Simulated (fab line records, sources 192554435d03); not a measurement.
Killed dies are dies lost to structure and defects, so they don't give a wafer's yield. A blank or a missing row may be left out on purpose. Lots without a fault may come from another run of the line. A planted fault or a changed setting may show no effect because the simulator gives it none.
Chamber matching | flow n5_finfet | N5_MOL_CONTACT_COAG_ALD_131 on ald_sin-03: 4 sister chambers
The step deposits SiO2, target thk 5 nm, pulse time 1 s, co reactant pulse time 1 s. 8 wafers are shown with their chamber, then 9 later ones without.

WAFERS WITH THEIR CHAMBER
wafer  | chamber | heater_power_w (W) | susceptor_temp_C (C)
L086.3 | 3       | 78                 | 100.16
L086.5 | 3       | 78                 | 100.08
L087.2 | 0       | 60                 | 100.15
L087.3 | 1       | 80                 | 100.07
L087.5 | 2       | 88                 | 100.16
L089.2 | 0       | 60                 | 99.95
L089.4 | 1       | 81                 | 100.01
L089.6 | 2       | 88                 | 99.90

WAFERS WITHOUT THEIR CHAMBER
wafer  | heater_power_w (W) | susceptor_temp_C (C)
L090.2 | 81                 | 100.04
L090.4 | 89                 | 99.79
L090.5 | 81                 | 99.99
L094.2 | 60                 | 99.82
L094.3 | 77                 | 99.99
L094.4 | 81                 | 99.65
L096.2 | 61                 | 100.01
L096.3 | 88                 | 100.13
L096.4 | 88                 | 100.10

WHICH CHAMBER EACH WENT THROUGH
wafer  | from the rows above | in truth
L090.2 | 1                   | 1
L090.4 | 2                   | 2
L090.5 | 1                   | 1
L094.2 | 0                   | 0
L094.3 | 3                   | 3
L094.4 | 1                   | 1
L096.2 | 0                   | 0
L096.3 | 2                   | 2
L096.4 | 2                   | 2
Placed correctly: 9 of 9. Can't be placed from these rows: 0. Placed wrongly: 0.
How it was worked out, from the rows above alone: a wafer's distance from a chamber is the root of the sum, over the readings, of the square of ((its reading less the chamber's mean) divided by the reading's scatter). The wafer belongs to the nearest chamber; if the next one is less than 2 further off, it can't be placed. A chamber's mean is the mean of its shown wafers. The scatter: the root of (the sum of the squares of (reading less its chamber's mean) over the shown wafers, divided by (wafers less chambers)).
